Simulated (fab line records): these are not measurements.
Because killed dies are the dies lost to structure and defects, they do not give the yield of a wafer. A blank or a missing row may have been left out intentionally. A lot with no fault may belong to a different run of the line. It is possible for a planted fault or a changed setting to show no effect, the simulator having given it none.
The tool behind it: which one? + flow n5-finfet + 28 wafers sampled from 10 lots at 1 step of a route of 1938

== WHAT THE GAUGES READ, wafer by wafer ==
N5_BEOL_M4_RC_MEAS_101.
| lot  | measured     | on        | DIBL_N (mV/V)  |
|------|--------------|-----------|----------------|
| L760 | day 9 08:49  | prober-02 | 33.1 35.5 34.2 |
| L762 | day 9 17:07  | prober-01 | 35.7 35.9 37.4 |
| L764 | day 10 15:08 | prober-02 | 36.1 35.6 36.9 |
| L768 | day 11 15:01 | prober-01 | 36.2 35.2 35.0 |
| L769 | day 11 21:53 | prober-02 | 34.5 37.5      |
| L773 | day 12 10:33 | prober-01 | 37.5 34.2 33.3 |
| L772 | day 12 18:06 | prober-02 | 34.7 34.5      |
| L776 | day 13 10:17 | prober-01 | 37.4 35.4 34.9 |
| L775 | day 13 11:05 | prober-02 | 34.7 37.6 34.3 |
| L777 | day 13 17:25 | prober-02 | 34.7 35.7 37.3 |

== WHAT TOOL EACH LOT RAN ON (gives the tool, then ch and the chambers of the sampled wafers, and finally the start) ==
Before these readings, the record contains no process step.

== THE ANSWER, worked out from the rows above alone ==
Rule: the usual values come from the lots themselves. Put in order of their means at a reading, lots are off if they are a third of the lots or fewer, leave a main group of 4 or more, and stand apart from it by a gap of 3 or more times the standard deviation of the main group's means; of several such gaps the widest counts. The tables above print the reading to a certain number of digits; a main group whose means all agree to those digits is not used. Also off: a lot with no number at a reading for which 4 or more lots have one. Where the step has rows for the other lots, those lots are counted as sound.
No lot is off on any of the readings shown, so nothing can be concluded from this.

== WHAT WAS PUT IN BY THE SIMULATOR ==
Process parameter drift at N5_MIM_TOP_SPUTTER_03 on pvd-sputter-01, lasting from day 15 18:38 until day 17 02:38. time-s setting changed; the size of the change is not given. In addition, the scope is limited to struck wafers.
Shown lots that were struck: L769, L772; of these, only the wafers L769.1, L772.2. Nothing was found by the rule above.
